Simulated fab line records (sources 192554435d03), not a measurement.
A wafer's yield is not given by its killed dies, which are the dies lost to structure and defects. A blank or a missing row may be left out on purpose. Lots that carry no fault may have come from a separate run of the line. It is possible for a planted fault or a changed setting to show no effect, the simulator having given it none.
What tool caused it? | flow n5_finfet | 24 lots, 72 wafers sampled, at 6 steps of a route of 1938

WHAT THE GAUGES SHOWED, per wafer
N5_BEOL_M11_OCD_MEAS_38. Usual: trench_depth_nm at 147 nm, with a standard deviation of 3.5.
lot  | measured     | on     | trench_depth_nm (nm) | flag
L075 | day 11 05:07 | ocd-01 | 148 149 148          |
L074 | day 11 05:05 | ocd-01 | 143 153 137          |
L078 | day 13 10:04 | ocd-01 | 151 144 151          |
L077 | day 13 10:32 | ocd-02 | 144 146 148          |
L076 | day 13 15:18 | ocd-02 | 148 148 150          |
L083 | day 13 18:40 | ocd-01 | 146 145 147          |
L080 | day 13 23:45 | ocd-02 | 145 147 151          |
L081 | day 14 00:29 | ocd-02 | 147 151 148          |
L079 | day 14 09:26 | ocd-01 | 147 147 150          |
L082 | day 14 11:45 | ocd-02 | 145 146 145          |
L084 | day 14 23:47 | ocd-02 | 145 147 147          |
L086 | day 15 03:31 | ocd-01 | 148 146 146          |
L085 | day 15 07:39 | ocd-02 | 148 147 149          |
L088 | day 15 09:22 | ocd-01 | 149 147 147          |
L087 | day 15 17:02 | ocd-02 | 143 152 143          |
L091 | day 16 00:45 | ocd-01 | 146 154 147          |
L089 | day 16 14:06 | ocd-01 | 145 154 148          |
L093 | day 16 18:07 | ocd-02 | 158 148 157          |
L090 | day 16 20:54 | ocd-02 | 144 145 142          |
L094 | day 17 03:44 | ocd-01 | 151 145 142          |
L092 | day 17 03:53 | ocd-02 | 156 146 156          |
L095 | day 17 10:02 | ocd-01 | 152 146 143          |
L096 | day 18 03:05 | ocd-01 | 143 144 145          |
L097 | day 18 07:22 | ocd-02 | 148 153 145          |

N5_BEOL_M11_INSPECT_58: inspects for defects (darkfield). Usual: raw_defect_count at 77, with a standard deviation of 23.
lot  | measured     | on                | raw_defect_count | flag
L075 | day 11 09:13 | defect_inspect-02 | 87 117 56        |
L074 | day 11 07:58 | defect_inspect-02 | 91 106 67        |
L078 | day 13 12:15 | defect_inspect-02 | 59 70 57         |
L077 | day 13 13:23 | defect_inspect-01 | 76 56 62         |
L076 | day 13 18:26 | defect_inspect-02 | 83 117 126       |
L083 | day 13 21:20 | defect_inspect-02 | 58 110 78        |
L080 | day 14 02:13 | defect_inspect-02 | 69 91 64         |
L081 | day 14 02:53 | defect_inspect-01 | 71 66 56         |
L079 | day 14 12:34 | defect_inspect-01 | 95 154 92        |
L082 | day 14 15:17 | defect_inspect-02 | 77 111 70        |
L084 | day 15 02:42 | defect_inspect-01 | 62 77 108        |
L086 | day 15 06:05 | defect_inspect-02 | 78 76 88         |
L085 | day 15 09:44 | defect_inspect-01 | 72 68 81         |
L088 | day 15 12:55 | defect_inspect-01 | 55 81 62         |
L087 | day 15 20:05 | defect_inspect-01 | 56 87 69         |
L091 | day 16 04:02 | defect_inspect-02 | 70 53 81         |
L089 | day 16 16:44 | defect_inspect-01 | 67 65 53         |
L093 | day 16 20:44 | defect_inspect-01 | 80 132 83        |
L090 | day 16 23:44 | defect_inspect-01 | 49 63 64         |
L094 | day 17 07:19 | defect_inspect-02 | 67 102 56        |
L092 | day 17 07:25 | defect_inspect-01 | 111 116 75       |
L095 | day 17 14:01 | defect_inspect-02 | 92 122 61        |
L096 | day 18 05:49 | defect_inspect-02 | 66 76 76         |
L097 | day 18 10:23 | defect_inspect-02 | 64 113 134       |

WHICH TOOL RAN EACH LOT (tool, then ch and the chambers of the sampled wafers, then the start)
lot  | N5_BEOL_M10_DEP_56              | N5_BEOL_M11_ETCH_65                | N5_BEOL_M11_TRENCH_ETCH_37                    | N5_BEOL_M11_SURFACE_TREAT_76
L075 | pecvd-01 ch 1,2, day 10 23:07   | rie_diel-06 ch 1,2,3, day 11 04:40 | rie_diel-06 ch 1,2,3, day 11 05:07 or earlier | pvd_sputter-02, day 11 07:04
L074 | pecvd-01 ch 0,1, day 10 23:21   | rie_diel-05 ch 1,2,3, day 11 04:37 | rie_diel-05 ch 1,2,3, day 11 05:05 or earlier | pvd_sputter-03, day 11 06:01
L078 | pecvd-03 ch 0,2, day 13 00:46   | rie_diel-05 ch 1,3, day 13 09:37   | rie_diel-05 ch 1,3, day 13 10:04 or earlier   | pvd_sputter-03, day 13 11:04
L077 | pecvd-01 ch 0,1, day 13 02:20   | rie_diel-06 ch 0,2,3, day 13 10:05 | rie_diel-06 ch 0,2,3, day 13 10:32 or earlier | pvd_sputter-03, day 13 12:01
L076 | pecvd-04 ch 0,1,2, day 13 11:52 | rie_diel-06 ch 0,2,3, day 13 14:51 | rie_diel-06 ch 0,2,3, day 13 15:18 or earlier | pvd_sputter-01, day 13 16:25
L083 | pecvd-03 ch 0,1,2, day 13 12:56 | rie_diel-05 ch 0,1, day 13 18:13   | rie_diel-05 ch 0,1, day 13 18:40 or earlier   | pvd_sputter-01, day 13 19:46
L080 | pecvd-04 ch 0,2, day 13 18:22   | rie_diel-05 ch 0,2,3, day 13 23:18 | rie_diel-05 ch 0,2,3, day 13 23:45 or earlier | pvd_sputter-01, day 14 00:59
L081 | pecvd-04 ch 0,1, day 13 19:17   | rie_diel-06 ch 0,2,3, day 14 00:01 | rie_diel-06 ch 0,2,3, day 14 00:29 or earlier | pvd_sputter-02, day 14 01:31
L079 | pecvd-04 ch 0,1,2, day 14 04:47 | rie_diel-06 ch 0,1,3, day 14 08:59 | rie_diel-06 ch 0,1,3, day 14 09:26 or earlier | pvd_sputter-03, day 14 10:46
L082 | pecvd-01 ch 0,2, day 14 07:02   | rie_diel-05 ch 0,2, day 14 11:17   | rie_diel-05 ch 0,2, day 14 11:45 or earlier   | pvd_sputter-01, day 14 13:56
L084 | pecvd-01 ch 1,2, day 14 16:04   | rie_diel-05 ch 0,2, day 14 23:20   | rie_diel-05 ch 0,2, day 14 23:47 or earlier   | pvd_sputter-01, day 15 01:16
L086 | pecvd-03 ch 0,2, day 14 21:12   | rie_diel-01 ch 0,1,3, day 15 03:03 | rie_diel-01 ch 0,1,3, day 15 03:31 or earlier | pvd_sputter-01, day 15 04:47
L085 | pecvd-01 ch 1,2, day 15 03:09   | rie_diel-06 ch 0,3, day 15 07:11   | rie_diel-06 ch 0,3, day 15 07:39 or earlier   | pvd_sputter-03, day 15 08:35
L088 | pecvd-03 ch 0,1,2, day 15 05:52 | rie_diel-01 ch 0,1,3, day 15 08:55 | rie_diel-01 ch 0,1,3, day 15 09:22 or earlier | pvd_sputter-03, day 15 11:34
L087 | pecvd-01 ch 0,1,2, day 15 12:34 | rie_diel-05 ch 0,1,3, day 15 16:36 | rie_diel-05 ch 0,1,3, day 15 17:02 or earlier | pvd_sputter-02, day 15 17:59
L091 | pecvd-04 ch 1,2, day 15 19:44   | rie_diel-06 ch 1,3, day 16 00:17   | rie_diel-06 ch 1,3, day 16 00:45 or earlier   | pvd_sputter-02, day 16 02:14
L089 | pecvd-04 ch 0,2, day 16 09:17   | rie_diel-01 ch 0,2,3, day 16 13:39 | rie_diel-01 ch 0,2,3, day 16 14:06 or earlier | pvd_sputter-03, day 16 15:34
L093 | pecvd-04 ch 0,1, day 16 11:53   | rie_diel-06 ch 0,1, day 16 17:40   | rie_diel-06 ch 0,1, day 16 18:07 or earlier   | pvd_sputter-03, day 16 19:29
L090 | pecvd-04 ch 0,1, day 16 17:01   | rie_diel-05 ch 0,1,2, day 16 20:26 | rie_diel-05 ch 0,1,2, day 16 20:54 or earlier | pvd_sputter-02, day 16 22:07
L094 | pecvd-01 ch 0,2, day 16 20:59   | rie_diel-05 ch 0,1,3, day 17 03:17 | rie_diel-05 ch 0,1,3, day 17 03:44 or earlier | pvd_sputter-03, day 17 06:05
L092 | pecvd-01 ch 0,1,2, day 16 22:49 | rie_diel-01 ch 1,2, day 17 03:25   | rie_diel-01 ch 1,2, day 17 03:53 or earlier   | pvd_sputter-03, day 17 06:08
L095 | pecvd-04 ch 0,2, day 17 04:38   | rie_diel-05 ch 1,2,3, day 17 09:35 | rie_diel-05 ch 1,2,3, day 17 10:02 or earlier | pvd_sputter-03, day 17 12:45
L096 | pecvd-03 ch 0,1,2, day 17 20:59 | rie_diel-05 ch 1,2, day 18 02:37   | rie_diel-05 ch 1,2, day 18 03:05 or earlier   | pvd_sputter-03, day 18 04:21
L097 | pecvd-03 ch 0,1, day 17 23:08   | rie_diel-06 ch 0,1,2, day 18 06:55 | rie_diel-06 ch 0,1,2, day 18 07:22 or earlier | pvd_sputter-01, day 18 08:57
- N5_BEOL_M10_DEP_56: deposits SiCN from 3MS/NH3, target thk 15 nm, time 26.5 s.
- N5_BEOL_M11_ETCH_65: etches SiARC in CF4, target depth 39 nm, time 65 s.
- N5_BEOL_M11_TRENCH_ETCH_37: etches SiCOH lowk in C4F6/O2, target depth 148.83 nm, time 48 s.
- N5_BEOL_M11_SURFACE_TREAT_76

AS READ BY THE TOOLS THEMSELVES (means over the sampled wafers that have a number; for cases with no such wafer, the mark the record gives instead)
N5_BEOL_M10_DEP_56. Usual: showerhead_plenum_p_Torr 3.666 Torr, standard deviation 0.014; throttle_valve_pct 9.2 %, standard deviation 0.55.
lot  | tool     | showerhead_plenum_p_Torr (Torr) | throttle_valve_pct (%) | flag
L075 | pecvd-01 | 3.668                           | 9.2                    |
L074 | pecvd-01 | 3.676                           | 9.7                    |
L078 | pecvd-03 | 3.678                           | 8.9                    |
L077 | pecvd-01 | 3.677                           | 10.0                   |
L076 | pecvd-04 | 3.652                           | 9.0                    |
L083 | pecvd-03 | 3.677                           | 9.1                    |
L080 | pecvd-04 | 3.652                           | 8.8                    |
L081 | pecvd-04 | 3.666                           | 9.6                    |
L079 | pecvd-04 | 3.658                           | 9.0                    |
L082 | pecvd-01 | 3.666                           | 9.0                    |
L084 | pecvd-01 | 3.672                           | 9.6                    |
L086 | pecvd-03 | 3.676                           | 9.0                    |
L085 | pecvd-01 | 3.667                           | 9.6                    |
L088 | pecvd-03 | 3.673                           | 9.1                    |
L087 | pecvd-01 | 3.673                           | 9.7                    |
L091 | pecvd-04 | 3.666                           | 9.3                    |
L089 | pecvd-04 | 3.653                           | 8.9                    |
L093 | pecvd-04 | 3.652                           | 9.2                    |
L090 | pecvd-04 | 3.670                           | 9.5                    |
L094 | pecvd-01 | 3.676                           | 9.5                    |
L092 | pecvd-01 | 3.671                           | 9.5                    |
L095 | pecvd-04 | 3.644                           | 8.5                    |
L096 | pecvd-03 | 3.667                           | 9.3                    |
L097 | pecvd-03 | 3.677                           | 9.1                    |

N5_BEOL_M11_ETCH_65. Usual: drypump_motor_current_A 5.72 A, standard deviation 0.29; etch_rf_on_time_s 65.2 s, standard deviation 2.1; oes_product_au 0.66 a.u., standard deviation 0.069; rf_vpp_V 183.9 V, standard deviation 1.3; showerhead_plenum_p_Torr 2.12 Torr, standard deviation 0.082; throttle_valve_pct 15.65 %, standard deviation 0.24.
lot  | tool        | drypump_motor_current_A (A) | etch_rf_on_time_s (s) | oes_product_au (a.u.) | rf_vpp_V (V) | showerhead_plenum_p_Torr (Torr) | throttle_valve_pct (%) | flag
L075 | rie_diel-06 | 5.89                        | 64.4                  | 0.65                  | 183.4        | 2.12                            | 15.63                  |
L074 | rie_diel-05 | 5.53                        | 66.0                  | 0.63                  | 183.5        | 2.08                            | 15.77                  |
L078 | rie_diel-05 | 5.57                        | 62.9                  | 0.67                  | 184.0        | 2.07                            | 15.54                  |
L077 | rie_diel-06 | 5.78                        | 65.7                  | 0.64                  | 185.0        | 2.18                            | 15.72                  |
L076 | rie_diel-06 | 5.80                        | 66.1                  | 0.64                  | 184.2        | 2.18                            | 15.72                  |
L083 | rie_diel-05 | 5.55                        | 66.3                  | 0.60                  | 182.9        | 2.09                            | 15.85                  |
L080 | rie_diel-05 | 5.74                        | 64.7                  | 0.70                  | 182.6        | 2.09                            | 15.56                  |
L081 | rie_diel-06 | 5.76                        | 66.5                  | 0.63                  | 185.0        | 2.18                            | 15.73                  |
L079 | rie_diel-06 | 5.84                        | 65.6                  | 0.63                  | 184.5        | 2.17                            | 15.67                  |
L082 | rie_diel-05 | 5.75                        | 66.3                  | 0.67                  | 184.0        | 2.11                            | 15.73                  |
L084 | rie_diel-05 | 5.69                        | 66.7                  | 0.72                  | 183.5        | 2.10                            | 15.67                  |
L086 | rie_diel-01 | 5.85                        | 64.4                  | 0.69                  | 183.6        | 2.14                            | 15.40                  |
L085 | rie_diel-06 | 5.72                        | 66.0                  | 0.63                  | 184.5        | 2.23                            | 15.77                  |
L088 | rie_diel-01 | 5.87                        | 64.3                  | 0.69                  | 184.8        | 2.14                            | 15.41                  |
L087 | rie_diel-05 | 5.57                        | 64.8                  | 0.62                  | 183.5        | 2.07                            | 15.72                  |
L091 | rie_diel-06 | 5.68                        | 65.7                  | 0.73                  | 185.9        | 2.27                            | 15.54                  |
L089 | rie_diel-01 | 5.73                        | 63.2                  | 0.73                  | 184.1        | 2.14                            | 15.34                  |
L093 | rie_diel-06 | 6.15                        | 62.4                  | 0.77                  | 185.6        | 2.26                            | 15.30                  |
L090 | rie_diel-05 | 5.52                        | 67.2                  | 0.64                  | 183.8        | 2.08                            | 15.83                  |
L094 | rie_diel-05 | 5.57                        | 64.6                  | 0.62                  | 182.6        | 2.07                            | 15.75                  |
L092 | rie_diel-01 | 5.83                        | 63.7                  | 0.75                  | 185.8        | 2.16                            | 15.49                  |
L095 | rie_diel-05 | 5.52                        | 65.9                  | 0.67                  | 182.9        | 2.07                            | 15.67                  |
L096 | rie_diel-05 | 5.34                        | 67.2                  | 0.63                  | 183.0        | 2.05                            | 15.90                  |
L097 | rie_diel-06 | 6.07                        | 64.4                  | 0.67                  | 184.5        | 2.18                            | 15.55                  |

N5_BEOL_M11_TRENCH_ETCH_37. Usual: C4F6_flow_sccm 10.00 sccm, standard deviation 0.03; drypump_motor_current_A 5.73 A, standard deviation 0.3; oes_product_au 0.77 a.u., standard deviation 0.081; rf_vpp_V 659 V, standard deviation 13; showerhead_plenum_p_Torr 2.82 Torr, standard deviation 0.11; throttle_valve_pct 20.94 %, standard deviation 0.23.
lot  | tool        | C4F6_flow_sccm (sccm) | drypump_motor_current_A (A) | oes_product_au (a.u.) | rf_vpp_V (V) | showerhead_plenum_p_Torr (Torr) | throttle_valve_pct (%) | flag
L075 | rie_diel-06 | 10.00                 | 5.89                        | 0.76                  | 650          | 2.81                            | 20.90                  |
L074 | rie_diel-05 | 10.00                 | 5.54                        | 0.73                  | 661          | 2.75                            | 21.02                  |
L078 | rie_diel-05 | 10.02                 | 5.58                        | 0.77                  | 667          | 2.73                            | 20.79                  |
L077 | rie_diel-06 | 9.99                  | 5.78                        | 0.75                  | 663          | 2.89                            | 21.05                  |
L076 | rie_diel-06 | 10.01                 | 5.76                        | 0.75                  | 663          | 2.89                            | 21.06                  |
L083 | rie_diel-05 | 10.01                 | 5.60                        | 0.70                  | 658          | 2.77                            | 21.06                  |
L080 | rie_diel-05 | 9.99                  | 5.74                        | 0.82                  | 655          | 2.78                            | 20.82                  |
L081 | rie_diel-06 | 9.99                  | 5.78                        | 0.75                  | 663          | 2.89                            | 21.06                  |
L079 | rie_diel-06 | 9.98                  | 5.87                        | 0.75                  | 661          | 2.89                            | 20.99                  |
L082 | rie_diel-05 | 10.02                 | 5.73                        | 0.77                  | 651          | 2.80                            | 20.96                  |
L084 | rie_diel-05 | 10.02                 | 5.70                        | 0.85                  | 650          | 2.79                            | 20.94                  |
L086 | rie_diel-01 | 10.01                 | 5.86                        | 0.80                  | 660          | 2.85                            | 20.78                  |
L085 | rie_diel-06 | 9.99                  | 5.75                        | 0.74                  | 674          | 2.97                            | 21.15                  |
L088 | rie_diel-01 | 10.00                 | 5.87                        | 0.80                  | 659          | 2.85                            | 20.79                  |
L087 | rie_diel-05 | 10.01                 | 5.58                        | 0.72                  | 662          | 2.74                            | 20.95                  |
L091 | rie_diel-06 | 9.99                  | 5.71                        | 0.86                  | 664          | 3.00                            | 20.85                  |
L089 | rie_diel-01 | 10.05                 | 5.73                        | 0.85                  | 651          | 2.86                            | 20.72                  |
L093 | rie_diel-06 | 10.03                 | 6.15                        | 0.89                  | 659          | 3.01                            | 20.63                  |
L090 | rie_diel-05 | 9.99                  | 5.54                        | 0.75                  | 655          | 2.75                            | 21.06                  |
L094 | rie_diel-05 | 10.03                 | 5.56                        | 0.71                  | 662          | 2.74                            | 20.97                  |
L092 | rie_diel-01 | 9.99                  | 5.83                        | 0.87                  | 663          | 2.90                            | 20.98                  |
L095 | rie_diel-05 | 9.98                  | 5.53                        | 0.78                  | 661          | 2.74                            | 20.93                  |
L096 | rie_diel-05 | 10.01                 | 5.34                        | 0.74                  | 661          | 2.71                            | 21.14                  |
L097 | rie_diel-06 | 9.97                  | 6.06                        | 0.77                  | 654          | 2.89                            | 20.85                  |

THE ANSWER, worked out from the rows above alone
Rule: a lot counts as off when the mean over its wafers that have a number is more than 3 standard deviations away from the usual mean. Also off: a lot with no number at a reading for which 4 or more lots have one. All remaining lots with rows at the step are treated as sound. After the gauges, taken in route order, come the tools' own readings; for these a lot's mean is taken, as printed above. The first step at which some lot is off is used, and at that step the reading that is off furthest; a lot without a number counts as furthest.
Across all readings shown, no lot is off: no conclusion can be drawn from this.

WHAT WAS PUT IN BY THE SIMULATOR
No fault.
